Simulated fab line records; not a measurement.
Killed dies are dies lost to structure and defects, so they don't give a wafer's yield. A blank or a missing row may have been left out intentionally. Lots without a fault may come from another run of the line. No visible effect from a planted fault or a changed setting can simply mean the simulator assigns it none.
Split-lot study || flow n5 finfet || 21 wafers read across 7 lots, on a route 1938 steps long

ON THE SPLIT
At N5_FIN_CUT_COAT_19 (time 60 s, resist thk 20 nm), the setting spin rpm was moved away from the recipe's 1500 rpm on 8 of the 21 wafers read, by -8.7% to +5.1%. All remaining wafers had this setting at the recipe value.

FROM THE SPLIT TO THE READING: what the file shows between them, 5 steps
- N5_FIN_CUT_EXPOSE_05: exposes mask FIN CUT (also split here: dose mj)
- N5_FIN_CUT_PEB_06: peb time 60 s
- N5_FIN_CUT_DEVELOP_07: develop time 30 s
- N5_FIN_CUT_DESCUM_13: chemistry O2, time 7 s
- N5_FIN_CUT_ETCH_30: etches underlayer in N2/H2, target depth 13 nm, time 10.4 s

THE READING
etch.depth nm (the simulator's own value, which no gauge read), in nm, at N5_FIN_CUT_ETCH_20 (etches SiARC in CF4, target depth 26 nm, time 43.3 s). There is no usual value for it anywhere in the file. Average 19.95 nm, standard deviation 0.066 nm, over the 13 wafers here run with the recipe.

{"wafer": "L079.1", "tool, chamber at the split": "litho track-05, 0", "spin rpm as run, rpm": 1377, "against the recipe": "-8.2%", "etch.depth nm, nm": 20.74, "against lot-mates on the recipe": "+0.87"}
{"wafer": "L079.4", "tool, chamber at the split": "litho track-05, 0", "spin rpm as run, rpm": 1500, "against the recipe": "recipe", "etch.depth nm, nm": 19.88, "against lot-mates on the recipe": "-"}
{"wafer": "L079.6", "tool, chamber at the split": "litho track-05, 0", "spin rpm as run, rpm": 1500, "against the recipe": "recipe", "etch.depth nm, nm": 19.86, "against lot-mates on the recipe": "-"}
{"wafer": "L084.2", "tool, chamber at the split": "litho track-03, 0", "spin rpm as run, rpm": 1555, "against the recipe": "+3.7%", "etch.depth nm, nm": 19.68, "against lot-mates on the recipe": -0.36}
{"wafer": "L084.3", "tool, chamber at the split": "litho track-03, 0", "spin rpm as run, rpm": 1555, "against the recipe": "+3.7%", "etch.depth nm, nm": 19.63, "against lot-mates on the recipe": -0.41}
{"wafer": "L084.4", "tool, chamber at the split": "litho track-03, 0", "spin rpm as run, rpm": 1500, "against the recipe": "recipe", "etch.depth nm, nm": 20.04, "against lot-mates on the recipe": "-"}
{"wafer": "L086.1", "tool, chamber at the split": "litho track-03, 0", "spin rpm as run, rpm": 1500, "against the recipe": "recipe", "etch.depth nm, nm": 20.03, "against lot-mates on the recipe": "-"}
{"wafer": "L086.3", "tool, chamber at the split": "litho track-03, 0", "spin rpm as run, rpm": 1500, "against the recipe": "recipe", "etch.depth nm, nm": 19.97, "against lot-mates on the recipe": "-"}
{"wafer": "L086.4", "tool, chamber at the split": "litho track-03, 0", "spin rpm as run, rpm": 1369, "against the recipe": "-8.7%", "etch.depth nm, nm": 20.97, "against lot-mates on the recipe": "+0.97"}
{"wafer": "L088.2", "tool, chamber at the split": "litho track-01, 0", "spin rpm as run, rpm": 1577, "against the recipe": "+5.1%", "etch.depth nm, nm": 19.62, "against lot-mates on the recipe": -0.37}
{"wafer": "L088.4", "tool, chamber at the split": "litho track-01, 0", "spin rpm as run, rpm": 1500, "against the recipe": "recipe", "etch.depth nm, nm": 19.99, "against lot-mates on the recipe": "-"}
{"wafer": "L088.6", "tool, chamber at the split": "litho track-01, 0", "spin rpm as run, rpm": 1577, "against the recipe": "+5.1%", "etch.depth nm, nm": 19.52, "against lot-mates on the recipe": -0.47}
{"wafer": "L095.1", "tool, chamber at the split": "litho track-05, 0", "spin rpm as run, rpm": 1500, "against the recipe": "recipe", "etch.depth nm, nm": 19.94, "against lot-mates on the recipe": "-"}
{"wafer": "L095.3", "tool, chamber at the split": "litho track-05, 0", "spin rpm as run, rpm": 1500, "against the recipe": "recipe", "etch.depth nm, nm": 19.99, "against lot-mates on the recipe": "-"}
{"wafer": "L095.6", "tool, chamber at the split": "litho track-05, 0", "spin rpm as run, rpm": 1500, "against the recipe": "recipe", "etch.depth nm, nm": 19.98, "against lot-mates on the recipe": "-"}
{"wafer": "L096.3", "tool, chamber at the split": "litho track-01, 0", "spin rpm as run, rpm": 1576, "against the recipe": "+5.1%", "etch.depth nm, nm": 19.55, "against lot-mates on the recipe": -0.46}
{"wafer": "L096.5", "tool, chamber at the split": "litho track-01, 0", "spin rpm as run, rpm": 1576, "against the recipe": "+5.1%", "etch.depth nm, nm": 19.55, "against lot-mates on the recipe": -0.46}
{"wafer": "L096.6", "tool, chamber at the split": "litho track-01, 0", "spin rpm as run, rpm": 1500, "against the recipe": "recipe", "etch.depth nm, nm": 20.01, "against lot-mates on the recipe": "-"}
{"wafer": "L097.2", "tool, chamber at the split": "litho track-01, 0", "spin rpm as run, rpm": 1500, "against the recipe": "recipe", "etch.depth nm, nm": 19.98, "against lot-mates on the recipe": "-"}
{"wafer": "L097.5", "tool, chamber at the split": "litho track-01, 0", "spin rpm as run, rpm": 1500, "against the recipe": "recipe", "etch.depth nm, nm": 19.84, "against lot-mates on the recipe": "-"}
{"wafer": "L097.6", "tool, chamber at the split": "litho track-01, 0", "spin rpm as run, rpm": 1500, "against the recipe": "recipe", "etch.depth nm, nm": 19.86, "against lot-mates on the recipe": "-"}

FIT RESULTS
A straight line over all 21 wafers: etch.depth nm changes by -0.0942 nm for each +1% of spin rpm; r = -0.98; the points scatter about the line by 0.079 nm.
The same after taking each lot's own level away (the mean of its wafers on the recipe; 21 wafers): -0.101 nm for each +1%; r = -0.99; scatter 0.05 nm.
On that fit, the largest move of spin rpm shifts the reading by 0.88 nm.
Measured against the standard deviation above, the lots' own levels, which go from 19.870 to 20.040 nm, span 2.6 times it.
So the lot-to-lot level changes the slope little: the two slopes agree.
Check: with one of the wafers moved furthest among these (-8.7%) left out of the fit, the line predicts +0.855 nm for it against its lot-mates. Against them it came out at +0.97 nm.

ADDITIONAL SPLITS CARRIED BY THESE WAFERS
These wafers also went through other splits before the reading. Each is held against what the fit with the lots' levels taken away leaves over:
{"other split on the same wafers": "N5_PMOS_HMC_CHANNEL_EPI_EXPOSE_06 dose mj", "wafers away from the commonest value": 8, "r with etch.depth nm (lot level and that fit taken away)": "+0.03"}
{"other split on the same wafers": "N5_PMOS_HMC_CHANNEL_EPI_ETCH_32 bias w", "wafers away from the commonest value": 5, "r with etch.depth nm (lot level and that fit taken away)": "+0.04"}
{"other split on the same wafers": "N5_FIN_SAQP_ETCH_65 time s", "wafers away from the commonest value": 6, "r with etch.depth nm (lot level and that fit taken away)": "+0.28"}
{"other split on the same wafers": "N5_FIN_CUT_EXPOSE_05 dose mj", "wafers away from the commonest value": 6, "r with etch.depth nm (lot level and that fit taken away)": -0.21}

THE WHOLE CHAIN: every reading that the file lists as answering this split, in the file's order
{"step": "N5_FIN_CUT_COAT_19", "what it does": "time 60 s, resist thk 20 nm", "reading": "SiARC_of_FIN_CUT_COAT_19.thk nm (the simulator's own value, which no gauge read)", "change (the file's fit)": "-0.108 nm for each +1% of the setting", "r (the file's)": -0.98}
{"step": "N5_FIN_CUT_ETCH_20", "what it does": "etches SiARC in CF4, target depth 26 nm, time 43.3 s", "reading": "etch.depth nm (the simulator's own value, which no gauge read)", "change (the file's fit)": "-0.103 nm for each +1% of the setting", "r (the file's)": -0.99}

FILE'S OWN FIT
etch.depth nm changes by -0.103 nm for each +1% of spin rpm, r = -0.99.
